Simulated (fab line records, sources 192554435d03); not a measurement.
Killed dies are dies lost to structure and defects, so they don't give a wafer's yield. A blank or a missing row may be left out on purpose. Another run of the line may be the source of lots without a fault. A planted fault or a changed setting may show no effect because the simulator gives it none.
fab line records	flow n5_finfet	part 1 of 2: steps 1 to 4 of 6
record: lots: 24	wafers: 72	last_day: 18
route steps=1938 shown BEOL_M9@1457 BEOL_M10@1486
lots with no fault: from the same line, run without faults
start_h: start of the lot's first displayed wafer, in hours after the record's first day	wait_h: hours elapsed since this lot's preceding step	" as in the row above	L1.1+2: several wafers, shown together as one row	- value missing, or start not given	* or withheld: withheld	< > ~ a bound
route shown NAME@n: a module of which the file shows steps, and the number in the route of the first	usual: mean/standard deviation taken from wafers without a fault	same: alike in all rows	chamber/n: place in a boat	sites: per-site readings	_std_site: the values' standard deviation	_edge_site: the outer-site mean with the inner-site mean subtracted	radius_mm: for every site, how far away it sits from the centre of the wafer	mask NAME#n: copy n	behind: the most recent tool/chamber to have shaped the wafer	hold: cause of the lot's hold/its duration in hours/its outcome	device: the transistor (n, p or np) that didn't switch	end of line: the tests these same wafers got at the end of their route	a step without rows: its recipe alone	killed: count of dies lost to structure and defects at first sort (not the wafer's yield)	map: dies across one wafer; x = killed, . = not, _ = none there
set.NAME: the run value of the setting; set.NAME@STEP: its run value at that earlier step	model.NAME: the simulator's own value behind a step, which no gauge read
route steps across a sampled set of lots; one table per step, one row per wafer
services: when a tool's chamber went out of use (start_h, in hours from the record's first day, below 0 if earlier), for how many hours, and the reason
== steps ==
step: N5_BEOL_M9_PRE_CLEAN_45
recipe: gas: H2/He	time_s: 30	temp_c: 250
usual: heater_power_w: 330/34
lot.wafer	tool	chamber	start_h	wait_h	heater_power_w
L075.1	pvd_sputter-02	-	211.89	0.0	388
L075.3	"	-	"	"	324
L075.5	"	-	"	"	390
L074.2	pvd_sputter-02	-	212.15	0.0	333
L074.3	"	-	"	"	327
L074.6	"	-	"	"	320
L076.2	pvd_sputter-03	-	219.21	0.0	366
L076.5	"	-	"	"	304
L076.6	"	-	"	"	312
L077.2	pvd_sputter-02	-	228.65	0.0	327
L077.3	"	-	"	"	324
L077.6	"	-	"	"	390
L078.2	pvd_sputter-01	-	233.08	0.0	279
L078.3	"	-	"	"	347
L078.6	"	-	"	"	280
L079.1	pvd_sputter-03	-	241.75	0.0	367
L079.2	"	-	"	"	360
L079.5	"	-	"	"	314
L080.1	pvd_sputter-01	-	250.16	0.0	277
L080.4	"	-	"	"	350
L080.5	"	-	"	"	342
L081.3	pvd_sputter-03	-	260.04	0.0	376
L081.4	"	-	"	"	311
L081.6	"	-	"	"	305
L082.1	pvd_sputter-02	-	260.10	0.0	316
L082.2	"	-	"	"	326
L082.4	"	-	"	"	402
L084.3	pvd_sputter-01	-	271.06	0.0	349
L084.4	"	-	"	"	342
L084.6	"	-	"	"	276
L083.1	pvd_sputter-01	-	271.25	0.0	339
L083.3	"	-	"	"	351
L083.5	"	-	"	"	277
L085.3	pvd_sputter-03	-	271.47	0.0	362
L085.5	"	-	"	"	313
L085.6	"	-	"	"	351
L087.3	pvd_sputter-01	-	298.64	0.0	351
L087.4	"	-	"	"	275
L087.5	"	-	"	"	280
L086.1	pvd_sputter-01	-	304.04	0.0	279
L086.3	"	-	"	"	280
L086.4	"	-	"	"	343
L088.1	pvd_sputter-03	-	305.97	0.0	365
L088.3	"	-	"	"	308
L088.4	"	-	"	"	354
L089.2	pvd_sputter-02	-	317.01	0.0	318
L089.4	"	-	"	"	325
L089.5	"	-	"	"	328
L093.2	pvd_sputter-03	-	324.70	0.0	370
L093.4	"	-	"	"	368
L093.6	"	-	"	"	300
L090.1	pvd_sputter-03	-	324.96	0.0	368
L090.3	"	-	"	"	298
L090.5	"	-	"	"	306
L091.3	pvd_sputter-01	-	325.12	0.0	347
L091.5	"	-	"	"	351
L091.6	"	-	"	"	347
L092.1	pvd_sputter-03	-	332.19	0.0	351
L092.2	"	-	"	"	301
L092.3	"	-	"	"	361
L095.1	pvd_sputter-02	-	346.50	0.0	318
L095.3	"	-	"	"	395
L095.6	"	-	"	"	331
L094.3	pvd_sputter-02	-	356.58	0.0	324
L094.5	"	-	"	"	320
L094.6	"	-	"	"	322
L097.1	pvd_sputter-02	-	362.64	0.0	328
L097.3	"	-	"	"	321
L097.6	"	-	"	"	328
L096.1	pvd_sputter-02	-	371.91	0.0	314
L096.4	"	-	"	"	319
L096.5	"	-	"	"	322
step: N5_BEOL_M10_DESCUM_16
recipe: chemistry: O2	time_s: 7.9	source_power_w: 50	bias_power_w: 20	pressure_mtorr: 20	rf_frequency_hz: 2.712e+07	temp_c: 40	resist: CAR-ArF	o2_flow_sccm: 225
usual: drypump_motor_current_A: 5.7/0.43	oes_product_au: 0.83/0.074	rf_vpp_V: 243.2/1.3	showerhead_plenum_p_Torr: 2.09/0.068	throttle_valve_pct: 20.25/0.2
lot.wafer	tool	chamber	start_h	wait_h	drypump_motor_current_A	oes_product_au	rf_hours_counter_h	rf_vpp_V	showerhead_plenum_p_Torr	throttle_valve_pct
L075.1	rie_diel-02	3	217.13	0.1	5.7	0.89	29	246.1	2.13	20.04
L075.3	"	0	"	"	5.8	0.71	204	241.3	1.99	20.37
L075.5	"	0	"	"	5.8	0.71	-	241.0	1.99	20.38
L074.2	rie_diel-02	2	217.68	0.1	6.2	0.80	92	243.6	2.20	20.26
L074.3	"	0	"	"	5.8	0.70	205	241.0	1.98	20.38
L074.6	"	3	"	"	5.7	0.88	-	244.2	2.13	20.04
L076.2	rie_diel-04	3	223.97	0.1	6.5	0.71	219	244.0	2.16	20.59
L076.5	"	3	"	"	6.5	0.70	-	243.8	2.16	20.59
L076.6	"	1	"	"	5.4	0.86	-	244.4	2.13	20.28
L077.2	rie_diel-04	1	231.83	0.0	5.4	0.86	57	243.4	2.13	20.31
L077.3	"	0	"	"	5.2	0.91	14	242.4	2.04	19.79
L077.6	"	0	"	"	5.2	0.92	-	242.1	2.04	19.81
L078.2	rie_diel-02	3	237.04	0.0	5.7	0.87	36	243.5	2.13	20.05
L078.3	"	1	"	"	5.2	0.82	75	242.1	2.12	20.27
L078.6	"	2	"	"	6.2	0.79	-	245.5	2.20	20.27
L079.1	rie_diel-02	1	246.34	0.0	5.2	0.82	78	244.3	2.11	20.28
L079.2	"	2	"	"	6.2	0.79	101	245.3	2.20	20.28
L079.5	"	2	"	"	6.2	0.78	-	244.2	2.20	20.28
L080.1	rie_diel-05	3	254.57	0.0	5.2	0.85	62	244.7	2.21	20.30
L080.4	"	1	"	"	5.6	0.81	72	242.7	2.03	20.47
L080.5	"	1	"	"	5.6	0.82	-	242.7	2.03	20.47
L082.1	rie_diel-02	2	267.70	0.0	6.2	0.79	108	243.4	2.20	20.29
L082.2	"	0	"	"	5.8	0.70	221	242.7	1.98	20.40
L082.4	"	3	"	"	5.7	0.86	46	243.1	2.12	20.05
L081.3	rie_diel-05	0	268.21	0.3	5.7	0.86	59	241.3	2.03	20.28
L081.4	"	1	"	"	5.6	0.81	78	244.2	2.03	20.50
L081.6	"	2	"	"	6.5	0.96	-	243.9	2.14	20.37
L084.3	rie_diel-04	1	275.68	0.0	5.4	0.83	74	241.7	2.12	20.30
L084.4	"	3	"	"	6.5	0.69	235	243.0	2.15	20.63
L084.6	"	3	"	"	6.5	0.69	-	244.1	2.16	20.60
L083.1	rie_diel-02	1	275.84	0.0	5.2	0.82	87	244.9	2.11	20.30
L083.3	"	3	"	"	5.7	0.85	49	243.2	2.12	20.06
L083.5	"	1	"	"	5.2	0.82	-	243.8	2.11	20.31
L085.3	rie_diel-05	2	276.12	0.1	6.5	0.94	14	244.2	2.14	20.37
L085.5	"	0	"	"	5.7	0.85	-	242.2	2.03	20.28
L085.6	"	1	"	"	5.7	0.80	-	242.9	2.03	20.49
L087.3	rie_diel-04	1	302.46	0.0	5.4	0.83	84	244.3	2.12	20.31
L087.4	"	0	"	"	5.2	0.85	-	243.0	2.03	19.83
L087.5	"	2	"	"	5.8	0.94	-	243.3	2.03	20.15
L086.1	rie_diel-04	0	309.97	0.3	5.2	0.84	44	241.5	2.03	19.84
L086.3	"	2	"	"	5.8	0.93	29	242.3	2.03	20.18
L086.4	"	2	"	"	5.7	0.92	-	241.7	2.03	20.18
L088.1	rie_diel-05	3	310.27	0.6	5.2	0.83	79	244.8	2.20	20.33
L088.3	"	1	"	"	5.7	0.79	91	241.4	2.02	20.50
L088.4	"	0	"	"	5.8	0.84	73	242.3	2.02	20.31
L089.2	rie_diel-04	1	324.62	0.1	5.4	0.81	93	243.6	2.11	20.36
L089.4	"	0	"	"	5.2	0.85	50	242.1	2.03	19.85
L089.5	"	3	"	"	6.5	0.68	-	244.6	2.15	20.62
L093.2	rie_diel-02	0	329.20	0.0	5.8	0.69	240	241.7	1.97	20.44
L093.4	"	3	"	"	5.7	0.83	65	244.4	2.12	20.09
L093.6	"	2	"	"	6.2	0.77	-	243.3	2.19	20.32
L090.1	rie_diel-02	0	329.96	0.0	5.8	0.69	240	240.9	1.97	20.43
L090.3	"	2	"	"	6.2	0.76	127	243.4	2.19	20.31
L090.5	"	3	"	"	5.7	0.83	-	243.1	2.12	20.10
L091.3	rie_diel-04	0	330.27	0.1	5.2	0.84	52	242.0	2.03	19.84
L091.5	"	2	"	"	5.8	0.93	-	243.2	2.02	20.20
L091.6	"	1	"	"	5.3	0.82	-	243.1	2.11	20.32
L092.1	rie_diel-04	2	337.10	0.1	5.8	0.91	41	242.3	2.02	20.20
L092.2	"	1	"	"	5.4	0.81	100	243.1	2.11	20.35
L092.3	"	0	"	"	5.2	0.83	56	242.1	2.02	19.85
L095.1	rie_diel-04	0	352.97	0.0	5.2	0.84	61	242.1	2.02	19.87
L095.3	"	2	"	"	5.8	0.91	45	242.5	2.02	20.20
L095.6	"	1	"	"	5.4	0.80	-	243.8	2.11	20.35
L094.3	rie_diel-02	2	363.13	0.1	6.2	0.75	141	244.7	2.19	20.34
L094.5	"	3	"	"	5.6	0.82	-	244.3	2.11	20.09
L094.6	"	2	"	"	6.2	0.75	-	244.8	2.19	20.33
L097.1	rie_diel-04	3	366.26	0.1	6.5	1.04	0	244.1	2.15	20.16
L097.3	"	0	"	"	5.2	0.82	67	242.0	2.02	19.87
L097.6	"	3	"	"	6.5	1.02	-	245.3	2.15	20.13
L096.1	rie_diel-05	1	377.24	0.4	5.6	0.77	113	243.5	2.02	20.52
L096.4	"	0	"	"	5.7	0.80	95	244.1	2.01	20.34
L096.5	"	2	"	"	6.6	0.88	-	243.9	2.13	20.43
step: N5_BEOL_M10_OVL_MEAS_29
recipe: points_per_wafer: 44
usual: V9_OVL: 0.1/0.73
lot.wafer	tool	chamber	start_h	wait_h	V9_OVL[nm]
L075.1	overlay-02	0	218.03	0.0	0.3
L075.3	"	0	"	"	0.4
L075.5	"	0	"	"	0.5
L074.2	overlay-02	0	218.76	0.0	-0.6
L074.3	"	0	"	"	-0.4
L074.6	"	0	"	"	-1.1
L076.2	overlay-01	0	226.39	0.0	-1.3
L076.5	"	0	"	"	-0.2
L076.6	"	0	"	"	-1.5
L077.2	overlay-02	0	232.97	0.0	0.6
L077.3	"	0	"	"	1.6
L077.6	"	0	"	"	0.4
L078.2	overlay-01	0	240.60	0.0	1.2
L078.3	"	0	"	"	0.7
L078.6	"	0	"	"	1.0
L079.1	overlay-01	0	248.59	0.0	0.3
L079.2	"	0	"	"	-0.3
L079.5	"	0	"	"	-0.3
L080.1	overlay-01	0	259.04	0.0	1.0
L080.4	"	0	"	"	0.8
L080.5	"	0	"	"	-0.9
L082.1	overlay-01	0	269.81	0.0	-0.8
L082.2	"	0	"	"	-1.1
L082.4	"	0	"	"	-0.6
L081.3	overlay-01	0	269.98	0.0	0.3
L081.4	"	0	"	"	-0.1
L081.6	"	0	"	"	0.3
L085.3	overlay-01	0	277.80	0.0	0.5
L085.5	"	0	"	"	0.1
L085.6	"	0	"	"	-0.1
L083.1	overlay-02	0	277.84	0.0	-0.4
L083.3	"	0	"	"	-0.1
L083.5	"	0	"	"	-0.2
L084.3	overlay-01	0	277.88	0.0	-0.1
L084.4	"	0	"	"	-1.2
L084.6	"	0	"	"	-0.4
L087.3	overlay-02	0	303.29	0.0	1.3
L087.4	"	0	"	"	0.7
L087.5	"	0	"	"	0.6
L086.1	overlay-02	0	312.17	0.0	0.3
L086.3	"	0	"	"	-0.5
L086.4	"	0	"	"	0.9
L088.1	overlay-01	0	312.22	0.0	0.0
L088.3	"	0	"	"	-0.2
L088.4	"	0	"	"	0.5
L089.2	overlay-01	0	325.38	0.0	0.0
L089.4	"	0	"	"	1.1
L089.5	"	0	"	"	0.5
L093.2	overlay-02	0	330.84	0.0	0.7
L093.4	"	0	"	"	0.6
L093.6	"	0	"	"	0.5
L091.3	overlay-02	0	332.73	0.0	0.2
L091.5	"	0	"	"	-0.2
L091.6	"	0	"	"	-0.6
L090.1	overlay-02	0	332.90	0.0	0.0
L090.3	"	0	"	"	-0.6
L090.5	"	0	"	"	-0.7
L092.1	overlay-02	0	339.05	0.0	-1.0
L092.2	"	0	"	"	0.5
L092.3	"	0	"	"	-1.2
L095.1	overlay-01	0	355.30	0.0	0.4
L095.3	"	0	"	"	-0.1
L095.6	"	0	"	"	-0.8
L094.3	overlay-01	0	365.04	0.0	0.4
L094.5	"	0	"	"	1.0
L094.6	"	0	"	"	0.7
L097.1	overlay-01	0	368.19	0.0	-0.6
L097.3	"	0	"	"	0.0
L097.6	"	0	"	"	0.2
L096.1	overlay-02	0	378.83	0.0	0.6
L096.4	"	0	"	"	-0.4
L096.5	"	0	"	"	0.3
step: N5_BEOL_M10_VIA_ETCH_34
recipe: chemistry: C4F6/O2	target: SiCOH_lowk	target_depth_a: 1845	mask_material: SOC	taper_deg: 4	time_s: 69.2	ion_energy_ev: 250	pressure_mtorr: 30	source_w: 345	bias_w: 185	Ar_flow_sccm: 300	C4F6_flow_sccm: 10	O2_flow_sccm: 10
usual: drypump_motor_current_A: 5.7/0.42	oes_product_au: 0.83/0.069	rf_vpp_V: 668/14	showerhead_plenum_p_Torr: 2.85/0.091	throttle_valve_pct: 20.74/0.17
lot.wafer	tool	chamber	start_h	wait_h	drypump_motor_current_A	oes_product_au	rf_hours_counter_h	rf_vpp_V	showerhead_plenum_p_Torr	throttle_valve_pct
L075.1	rie_diel-05	1	218.54	0.0	5.6	0.85	61	664	2.76	20.87
L075.3	"	0	"	"	5.8	0.88	42	658	2.77	20.74
L075.5	"	0	"	"	5.8	0.87	-	660	2.77	20.74
L074.2	rie_diel-04	0	219.15	0.0	5.2	0.94	8	688	2.79	20.29
L074.3	"	3	"	"	6.5	0.71	216	670	2.91	20.88
L074.6	"	0	"	"	5.2	0.93	-	689	2.79	20.29
L076.2	rie_diel-05	1	226.82	0.0	5.6	0.84	63	664	2.76	20.89
L076.5	"	3	"	"	5.2	0.86	-	670	3.02	20.87
L076.6	"	1	"	"	5.6	0.84	-	663	2.76	20.88
L077.2	rie_diel-02	0	233.24	0.0	5.8	0.71	210	686	2.71	20.87
L077.3	"	1	"	"	5.3	0.83	74	666	2.87	20.73
L077.6	"	0	"	"	5.8	0.71	-	685	2.71	20.86
L078.2	rie_diel-05	3	240.87	0.0	5.2	0.84	57	670	3.02	20.85
L078.3	"	1	"	"	5.6	0.83	67	664	2.76	20.88
L078.6	"	0	"	"	5.7	0.87	-	660	2.77	20.74
L079.1	rie_diel-05	1	248.86	0.0	5.6	0.83	70	666	2.76	20.89
L079.2	"	0	"	"	5.8	0.86	52	660	2.76	20.74
L079.5	"	2	"	"	6.5	0.96	-	656	2.93	20.97
L080.1	rie_diel-02	3	259.30	0.0	5.7	0.85	43	689	2.89	20.56
L080.4	"	0	"	"	5.8	0.71	219	685	2.70	20.89
L080.5	"	2	"	"	6.2	0.79	-	644	2.96	20.61
L082.1	rie_diel-05	0	270.08	0.0	5.8	0.85	60	659	2.76	20.74
L082.2	"	2	"	"	6.5	0.94	13	654	2.92	20.95
L082.4	"	3	"	"	5.2	0.84	66	669	3.01	20.87
L081.3	rie_diel-02	2	270.47	0.0	6.2	0.79	108	645	2.95	20.61
L081.4	"	3	"	"	5.7	0.85	46	689	2.89	20.56
L081.6	"	2	"	"	6.2	0.78	-	644	2.95	20.61
L085.3	rie_diel-05	2	278.58	0.0	6.5	0.94	16	656	2.92	20.97
L085.5	"	3	"	"	5.2	0.84	-	669	3.01	20.88
L085.6	"	2	"	"	6.5	0.93	-	655	2.92	20.95
L083.1	rie_diel-04	0	278.58	0.0	5.3	0.88	31	688	2.78	20.33
L083.3	"	2	"	"	5.8	0.96	17	666	2.79	20.71
L083.5	"	3	"	"	6.5	0.70	-	670	2.90	20.90
L084.3	rie_diel-02	1	278.70	0.0	5.3	0.81	89	663	2.86	20.76
L084.4	"	2	"	"	6.2	0.77	112	644	2.95	20.61
L084.6	"	1	"	"	5.3	0.82	-	664	2.86	20.75
L087.3	rie_diel-04	1	303.65	0.0	5.4	0.83	85	674	2.87	20.72
L087.4	"	2	"	"	5.8	0.95	-	669	2.78	20.74
L087.5	"	0	"	"	5.2	0.86	-	688	2.77	20.32
L086.1	rie_diel-02	1	312.49	0.0	5.2	0.80	98	665	2.86	20.76
L086.3	"	0	"	"	5.8	0.70	235	687	2.70	20.93
L086.4	"	2	"	"	6.2	0.77	122	645	2.95	20.62
L088.1	rie_diel-02	3	312.95	0.0	5.6	0.83	60	690	2.88	20.57
L088.3	"	2	"	"	6.2	0.77	122	645	2.95	20.61
L088.4	"	1	"	"	5.3	0.81	99	665	2.86	20.75
L089.2	rie_diel-05	0	326.15	0.0	5.7	0.83	77	658	2.75	20.77
L089.4	"	3	"	"	5.2	0.81	83	669	3.00	20.90
L089.5	"	0	"	"	5.7	0.83	-	659	2.75	20.76
L093.2	rie_diel-05	1	331.10	0.0	5.7	0.80	97	664	2.75	20.94
L093.4	"	0	"	"	5.8	0.82	79	657	2.75	20.79
L093.6	"	2	"	"	6.5	0.90	-	655	2.92	20.99
L091.3	rie_diel-05	1	333.60	0.0	5.6	0.79	98	663	2.75	20.91
L091.5	"	0	"	"	5.7	0.82	-	659	2.75	20.78
L091.6	"	1	"	"	5.6	0.79	-	664	2.75	20.93
L090.1	rie_diel-02	2	334.06	0.0	6.2	0.75	129	644	2.95	20.63
L090.3	"	0	"	"	5.8	0.69	242	686	2.69	20.94
L090.5	"	1	"	"	5.2	0.80	-	663	2.85	20.79
L092.1	rie_diel-02	0	339.32	0.0	5.8	0.68	244	684	2.69	20.93
L092.2	"	3	"	"	5.7	0.81	69	688	2.88	20.59
L092.3	"	2	"	"	6.2	0.75	130	645	2.94	20.65
L095.1	rie_diel-02	3	355.73	0.0	5.7	0.81	76	689	2.88	20.60
L095.3	"	1	"	"	5.3	0.79	113	664	2.85	20.79
L095.6	"	2	"	"	6.2	0.75	-	644	2.94	20.68
L094.3	rie_diel-02	2	365.31	0.0	6.2	0.75	142	644	2.94	20.65
L094.5	"	1	"	"	5.2	0.79	-	666	2.85	20.81
L094.6	"	3	"	"	5.7	0.82	-	689	2.87	20.59
L097.1	rie_diel-04	0	368.45	0.0	5.3	0.83	68	688	2.76	20.38
L097.3	"	1	"	"	5.4	0.80	109	674	2.86	20.77
L097.6	"	0	"	"	5.2	0.83	-	690	2.76	20.36
L096.1	rie_diel-04	3	379.09	0.0	6.5	1.01	4	670	2.89	20.51
L096.4	"	1	"	"	5.4	0.80	112	673	2.85	20.78
L096.5	"	2	"	"	5.8	0.90	-	666	2.77	20.79
